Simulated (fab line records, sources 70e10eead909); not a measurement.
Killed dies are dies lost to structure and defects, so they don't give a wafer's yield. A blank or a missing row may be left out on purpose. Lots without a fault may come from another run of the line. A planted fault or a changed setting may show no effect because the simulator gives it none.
Which tool did it? | flow nand_harc | 24 lots, 72 wafers sampled, at 5 steps of a route of 1302

WHAT THE GAUGES READ, wafer by wafer
NHARC_A_CONTACT_INSPECT_71.
lot  | measured     | on                | raw_defect_count
L074 | day 22 15:50 | defect_inspect-01 | 54 55 58
L075 | day 22 16:02 | defect_inspect-01 | 90 105 114
L077 | day 22 22:46 | defect_inspect-02 | 19 21 21
L076 | day 23 08:15 | defect_inspect-02 | 112 125 117
L078 | day 23 09:04 | defect_inspect-02 | 95 111 111
L079 | day 23 11:22 | defect_inspect-02 | 122 111 99
L081 | day 24 14:40 | defect_inspect-01 | 118 111 123
L080 | day 24 17:58 | defect_inspect-01 | 112 117 115
L082 | day 25 04:49 | defect_inspect-02 | 79 77 92
L083 | day 25 05:11 | defect_inspect-02 | 112 147 114
L084 | day 26 01:32 | defect_inspect-02 | 81 83 96
L085 | day 26 07:03 | defect_inspect-01 | 100 97 80
L086 | day 26 09:13 | defect_inspect-02 | 61 65 58
L089 | day 27 10:22 | defect_inspect-02 | 76 87 81
L088 | day 27 11:07 | defect_inspect-01 | 72 70 66
L087 | day 27 14:44 | defect_inspect-02 | 106 92 94
L092 | day 28 16:24 | defect_inspect-02 | 70 62 73
L091 | day 28 19:41 | defect_inspect-02 | 104 109 90
L090 | day 28 19:54 | defect_inspect-01 | 114 125 95
L093 | day 29 22:20 | defect_inspect-01 | 65 72 66
L094 | day 30 05:19 | defect_inspect-01 | 80 75 77
L095 | day 31 02:44 | defect_inspect-01 | 18 22 19
L096 | day 31 01:18 | defect_inspect-02 | 54 51 64
L097 | day 31 14:04 | defect_inspect-02 | 91 78 77

WHICH TOOL RAN EACH LOT (tool, then ch and the chambers of the sampled wafers, then the start)
lot  | NHARC_A_CONTACT_ETCH_48            | NHARC_A_CONTACT_ETCH_51                       | NHARC_A_CONTACT_ETCH_116             | NHARC_A_CONTACT_DEP_58
L074 | rie_diel-07 ch 1,2,3, day 22 04:36 | rie_diel-07 ch 1,2,3, day 22 07:16 or earlier | har_cap_etch-03 ch 0,1, day 22 07:16 | pecvd-02 ch 0,1,2, day 22 15:05
L075 | rie_diel-13 ch 1,2, day 22 04:56   | rie_diel-13 ch 0,2, day 22 07:37 or earlier   | har_cap_etch-02 ch 0,1, day 22 07:37 | pecvd-03 ch 1,2, day 22 15:13
L077 | rie_diel-07 ch 0,2, day 22 08:57   | rie_diel-07 ch 0,1,3, day 22 11:36 or earlier | har_cap_etch-01 ch 0,1, day 22 11:36 | pecvd-02 ch 1,2, day 22 21:55
L076 | rie_diel-07 ch 1,2, day 22 18:11   | rie_diel-07 ch 0,1, day 22 20:52 or earlier   | har_cap_etch-01 ch 0,1, day 22 20:52 | pecvd-03 ch 0,1,2, day 23 07:26
L078 | rie_diel-07 ch 0,1,2, day 22 22:25 | rie_diel-07 ch 1,2,3, day 23 01:08 or earlier | har_cap_etch-03 ch 0,1, day 23 01:08 | pecvd-02 ch 0,1,2, day 23 08:15
L079 | rie_diel-04 ch 1,2,3, day 22 23:01 | rie_diel-04 ch 1,3, day 23 01:41 or earlier   | har_cap_etch-02 ch 0,1, day 23 01:41 | pecvd-01 ch 1,2, day 23 10:42
L081 | rie_diel-07 ch 0,1,2, day 24 03:43 | rie_diel-07 ch 0,2,3, day 24 06:32 or earlier | har_cap_etch-01 ch 0, day 24 06:32   | pecvd-03 ch 0,1, day 24 13:57
L080 | rie_diel-07 ch 1,2, day 24 04:04   | rie_diel-07 ch 1,3, day 24 07:25 or earlier   | har_cap_etch-03 ch 1, day 24 07:25   | pecvd-03 ch 0,1, day 24 17:08
L082 | rie_diel-13 ch 0,2,3, day 24 17:57 | rie_diel-13 ch 1,2,3, day 24 20:36 or earlier | har_cap_etch-03 ch 0,1, day 24 20:36 | pecvd-02 ch 1,2, day 25 03:52
L083 | rie_diel-13 ch 0,2, day 24 18:28   | rie_diel-13 ch 0,3, day 24 21:49 or earlier   | har_cap_etch-02 ch 0,1, day 24 21:49 | pecvd-02 ch 1,2, day 25 04:23
L084 | rie_diel-13 ch 0,1,3, day 25 13:20 | rie_diel-13 ch 0,1,2, day 25 16:01 or earlier | har_cap_etch-02 ch 0,1, day 25 16:01 | pecvd-03 ch 0,1,2, day 26 00:44
L085 | rie_diel-07 ch 0,1,2, day 25 20:29 | rie_diel-07 ch 0,1,3, day 25 23:05 or earlier | har_cap_etch-03 ch 0,1, day 25 23:05 | pecvd-01 ch 0,1, day 26 06:16
L086 | rie_diel-07 ch 2,3, day 25 22:47   | rie_diel-07 ch 0,1,2, day 26 01:23 or earlier | har_cap_etch-01 ch 0,1, day 26 01:23 | pecvd-01 ch 0,1, day 26 08:31
L089 | rie_diel-07 ch 1,3, day 27 00:10   | rie_diel-07 ch 0,1,2, day 27 02:49 or earlier | har_cap_etch-02 ch 0,1, day 27 02:49 | pecvd-03 ch 0,2, day 27 09:32
L088 | rie_diel-04 ch 0,2,3, day 27 01:02 | rie_diel-04 ch 2,3, day 27 03:40 or earlier   | har_cap_etch-03 ch 0,1, day 27 03:40 | pecvd-03 ch 0,2, day 27 10:18
L087 | rie_diel-07 ch 1,2, day 27 04:49   | rie_diel-07 ch 1,2, day 27 07:28 or earlier   | har_cap_etch-01 ch 0,1, day 27 07:28 | pecvd-03 ch 1,2, day 27 14:04
L092 | rie_diel-04 ch 0,2,3, day 28 06:02 | rie_diel-04 ch 2,3, day 28 08:53 or earlier   | har_cap_etch-02 ch 0, day 28 08:53   | pecvd-03 ch 1,2, day 28 15:32
L091 | rie_diel-13 ch 1,3, day 28 08:49   | rie_diel-13 ch 0,1, day 28 11:45 or earlier   | har_cap_etch-03 ch 0,1, day 28 11:45 | pecvd-01 ch 0,1,2, day 28 19:02
L090 | rie_diel-07 ch 2,3, day 28 09:30   | rie_diel-07 ch 1,2, day 28 12:29 or earlier   | har_cap_etch-01 ch 0,1, day 28 12:29 | pecvd-03 ch 0,2, day 28 19:03
L093 | rie_diel-07 ch 1,2,3, day 29 11:29 | rie_diel-07 ch 0,1,3, day 29 14:05 or earlier | har_cap_etch-02 ch 0,1, day 29 14:05 | pecvd-02 ch 0,2, day 29 21:37
L094 | rie_diel-07 ch 0,1,3, day 29 19:20 | rie_diel-07 ch 0,2,3, day 29 21:56 or earlier | har_cap_etch-01 ch 0,1, day 29 21:56 | pecvd-01 ch 0,2, day 30 04:28
L095 | rie_diel-07 ch 0,1,2, day 30 14:13 | rie_diel-07 ch 0,1,2, day 30 17:07 or earlier | har_cap_etch-02 ch 0,1, day 30 17:07 | pecvd-01 ch 0,1, day 31 01:53
L096 | rie_diel-13 ch 0,3, day 30 14:19   | rie_diel-13 ch 0,1,2, day 30 16:56 or earlier | har_cap_etch-01 ch 0, day 30 16:56   | pecvd-02 ch 1,2, day 31 00:37
L097 | rie_diel-04 ch 1,2,3, day 31 04:03 | rie_diel-04 ch 0,2,3, day 31 06:40 or earlier | har_cap_etch-02 ch 0,1, day 31 06:40 | pecvd-02 ch 0,1,2, day 31 13:20
- NHARC_A_CONTACT_ETCH_48: etches the open film in CF4, target depth 39 nm, time 65 s.
- NHARC_A_CONTACT_ETCH_51: etches the open film in O2/COS, target depth 7000 nm, time 1820 s.
- NHARC_A_CONTACT_ETCH_116: etches the open film in C4F8/O2/Ar, time 190 s, target depth 1850 nm.
- NHARC_A_CONTACT_DEP_58: deposits SiON, target thk 90 nm.

WHAT THE TOOLS THEMSELVES READ (means of the sampled wafers that have a number; where no wafer has one, the mark that the record gives instead)
NHARC_A_CONTACT_ETCH_48.
lot  | tool        | bias_w (W) | drypump_motor_current_A (A) | oes_product_au (a.u.) | rf_vpp_V (V) | showerhead_plenum_p_Torr (Torr) | throttle_valve_pct (%)
L074 | rie_diel-07 | 99.7       | 5.4                         | 1.002                 | 151.2        | 1.72                            | 13.287
L075 | rie_diel-13 | 100.0      | 5.3                         | 1.009                 | 150.1        | 1.69                            | 13.289
L077 | rie_diel-07 | 99.9       | 5.2                         | 1.015                 | 151.3        | 1.79                            | 13.280
L076 | rie_diel-07 | 100.0      | 5.6                         | 1.014                 | 149.9        | 1.68                            | 13.283
L078 | rie_diel-07 | 99.8       | 5.3                         | 1.007                 | 150.8        | 1.75                            | 13.294
L079 | rie_diel-04 | 100.0      | 5.7                         | 0.995                 | 151.6        | 1.78                            | 13.273
L081 | rie_diel-07 | 100.1      | 5.3                         | 1.008                 | 150.9        | 1.75                            | 13.292
L080 | rie_diel-07 | 99.8       | 5.6                         | 1.024                 | 150.0        | 1.68                            | 13.272
L082 | rie_diel-13 | 100.0      | 5.8                         | 1.012                 | 149.7        | 1.69                            | 13.281
L083 | rie_diel-13 | 100.2      | 5.3                         | 1.013                 | 150.3        | 1.66                            | 13.281
L084 | rie_diel-13 | 100.2      | 6.1                         | 1.002                 | 151.1        | 1.72                            | 13.286
L085 | rie_diel-07 | 99.9       | 5.3                         | 1.019                 | 151.9        | 1.74                            | 13.292
L086 | rie_diel-07 | 100.1      | 5.3                         | 1.015                 | 151.5        | 1.76                            | 13.288
L089 | rie_diel-07 | 99.7       | 5.6                         | 1.000                 | 149.1        | 1.68                            | 13.285
L088 | rie_diel-04 | 100.0      | 5.6                         | 1.003                 | 152.0        | 1.80                            | 13.281
L087 | rie_diel-07 | 100.0      | 5.5                         | 1.016                 | 150.4        | 1.72                            | 13.278
L092 | rie_diel-04 | 100.3      | 5.7                         | 0.996                 | 151.8        | 1.80                            | 13.278
L091 | rie_diel-13 | 99.9       | 6.3                         | 1.004                 | 150.9        | 1.74                            | 13.278
L090 | rie_diel-07 | 100.4      | 5.3                         | 1.010                 | 152.0        | 1.75                            | 13.278
L093 | rie_diel-07 | 99.8       | 5.4                         | 0.997                 | 151.6        | 1.80                            | 13.292
L094 | rie_diel-07 | 99.9       | 5.2                         | 1.002                 | 152.3        | 1.83                            | 13.287
L095 | rie_diel-07 | 100.0      | 5.3                         | 1.009                 | 152.2        | 1.83                            | 13.290
L096 | rie_diel-13 | 100.4      | 6.1                         | 1.000                 | 150.0        | 1.69                            | 13.292
L097 | rie_diel-04 | 100.1      | 5.7                         | 1.009                 | 151.7        | 1.76                            | 13.290

NHARC_A_CONTACT_ETCH_51.
lot  | tool        | bias_w (W) | drypump_motor_current_A (A) | oes_product_au (a.u.) | rf_vpp_V (V) | showerhead_plenum_p_Torr (Torr) | throttle_valve_pct (%)
L074 | rie_diel-07 | 299.7      | 5.4                         | 1.012                 | 312.8        | 3.03                            | 28.332
L075 | rie_diel-13 | 299.2      | 5.6                         | 1.011                 | 311.5        | 2.95                            | 28.331
L077 | rie_diel-07 | 299.5      | 5.2                         | 0.997                 | 312.9        | 3.08                            | 28.332
L076 | rie_diel-07 | 300.5      | 5.1                         | 1.004                 | 314.5        | 3.13                            | 28.333
L078 | rie_diel-07 | 300.6      | 5.4                         | 1.008                 | 312.5        | 3.03                            | 28.340
L079 | rie_diel-04 | 298.2      | 5.2                         | 0.990                 | 314.1        | 3.06                            | 28.333
L081 | rie_diel-07 | 300.1      | 5.1                         | 1.013                 | 314.6        | 3.15                            | 28.329
L080 | rie_diel-07 | 299.8      | 5.6                         | 1.019                 | 312.4        | 2.96                            | 28.330
L082 | rie_diel-13 | 300.9      | 5.8                         | 0.998                 | 312.7        | 3.03                            | 28.329
L083 | rie_diel-13 | 301.1      | 6.1                         | 1.006                 | 312.6        | 3.00                            | 28.336
L084 | rie_diel-13 | 300.0      | 5.6                         | 1.012                 | 311.7        | 2.98                            | 28.327
L085 | rie_diel-07 | 299.6      | 5.2                         | 1.005                 | 313.2        | 3.07                            | 28.334
L086 | rie_diel-07 | 300.8      | 5.3                         | 1.017                 | 313.3        | 3.08                            | 28.329
L089 | rie_diel-07 | 300.3      | 5.3                         | 1.008                 | 312.7        | 3.08                            | 28.324
L088 | rie_diel-04 | 300.8      | 6.2                         | 0.995                 | 314.5        | 3.19                            | 28.322
L087 | rie_diel-07 | 300.0      | 5.5                         | 1.021                 | 312.0        | 3.03                            | 28.329
L092 | rie_diel-04 | 300.7      | 6.2                         | 0.999                 | 314.4        | 3.19                            | 28.336
L091 | rie_diel-13 | 300.7      | 5.8                         | 1.005                 | 313.3        | 3.02                            | 28.328
L090 | rie_diel-07 | 299.3      | 5.7                         | 1.005                 | 316.6        | 3.28                            | 28.329
L093 | rie_diel-07 | 299.6      | 5.2                         | 1.000                 | 315.2        | 3.23                            | 28.331
L094 | rie_diel-07 | 299.9      | 5.0                         | 1.002                 | 314.9        | 3.14                            | 28.334
L095 | rie_diel-07 | 299.4      | 5.3                         | 1.007                 | 315.5        | 3.23                            | 28.331
L096 | rie_diel-13 | 299.1      | 5.6                         | 1.004                 | 312.5        | 2.96                            | 28.331
L097 | rie_diel-04 | 299.6      | 5.7                         | 0.999                 | 314.8        | 3.16                            | 28.333

NHARC_A_CONTACT_DEP_58.
lot  | tool     | heater_power_outer_w (W) | heater_power_w (W)
L074 | pecvd-02 | 504                      | 793
L075 | pecvd-03 | 340                      | 611
L077 | pecvd-02 | 520                      | 834
L076 | pecvd-03 | 436                      | 714
L078 | pecvd-02 | 477                      | 770
L079 | pecvd-01 | 565                      | 921
L081 | pecvd-03 | 397                      | 688
L080 | pecvd-03 | 333                      | 605
L082 | pecvd-02 | 494                      | 774
L083 | pecvd-02 | 487                      | 773
L084 | pecvd-03 | 402                      | 697
L085 | pecvd-01 | 421                      | 723
L086 | pecvd-01 | 479                      | 785
L089 | pecvd-03 | 493                      | 816
L088 | pecvd-03 | 476                      | 808
L087 | pecvd-03 | 384                      | 685
L092 | pecvd-03 | 472                      | 797
L091 | pecvd-01 | 529                      | 853
L090 | pecvd-03 | 454                      | 767
L093 | pecvd-02 | 454                      | 712
L094 | pecvd-01 | 570                      | 914
L095 | pecvd-01 | 454                      | 760
L096 | pecvd-02 | 502                      | 785
L097 | pecvd-02 | 459                      | 742

THE ANSWER, worked out from the rows above alone
Rule: what is usual is taken from the lots themselves. Put in order of their means at a reading, lots are off if they are a third of the lots or fewer, leave a main group of 4 or more, and stand apart from it by a gap of 3 or more times the standard deviation of the main group's means; of several such gaps the widest counts. A main group whose means are all the same, to the digits that the tables above print for the reading, isn't used. A lot without any number at a reading at which 4 lots or more have one is off too. The other lots that the step has rows for count as sound. The gauges are gone through in route order, then the tools' own readings, and for those a lot's mean is taken as printed above. The first step at which some lot is off is used, and at that step the reading that is off furthest; a lot without a number counts as furthest.
No lot is off at any reading shown: from this, nothing can be told.

WHAT THE SIMULATOR HAD PUT IN
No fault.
